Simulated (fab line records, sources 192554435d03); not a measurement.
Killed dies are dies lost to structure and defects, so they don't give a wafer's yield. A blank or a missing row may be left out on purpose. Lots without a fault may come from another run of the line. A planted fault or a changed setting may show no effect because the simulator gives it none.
Chamber matching | flow n5_finfet | N5_BEOL_M2_ETCH_69 on rie_diel-02: 4 sister chambers
The step etches SiARC in CF4, target depth 15.6 nm, time 26 s. 4 wafers are shown with their chamber, then 8 later ones without.

WAFERS WITH THEIR CHAMBER
wafer  | chamber | throttle_valve_pct (%)
L084.3 | 3       | 15.78
L084.5 | 1       | 15.12
L084.6 | 0       | 15.70
L086.3 | 2       | 15.17

WAFERS WITHOUT THEIR CHAMBER
wafer  | throttle_valve_pct (%)
L086.4 | 15.81
L086.5 | 15.15
L091.1 | 15.17
L091.3 | 15.15
L091.6 | 15.82
L094.2 | 15.15
L094.3 | 15.74
L094.4 | 15.84

WHICH CHAMBER EACH WENT THROUGH
wafer  | from the rows above     | in truth
L086.4 | 3                       | 3
L086.5 | can't be placed: 2 or 1 | 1
L091.1 | can't be placed: 2 or 1 | 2
L091.3 | can't be placed: 2 or 1 | 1
L091.6 | 3                       | 3
L094.2 | can't be placed: 2 or 1 | 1
L094.3 | can't be placed: 3 or 0 | 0
L094.4 | 3                       | 3
Placed correctly: 3 of 8. Can't be placed from these rows: 5 (the true chamber is among the candidates in 5). Placed wrongly: 0.
How it was worked out, from the rows above alone: a wafer's distance from a chamber is the root of the sum, over the readings, of the square of ((its reading less the chamber's mean) divided by the reading's scatter). The wafer belongs to the nearest chamber; if the next one is less than 2 further off, it can't be placed. A chamber's mean is the mean of its shown wafers. The scatter: with one shown wafer a chamber, the root of the mean of the squares of how far each hidden wafer lies from its nearest shown one.
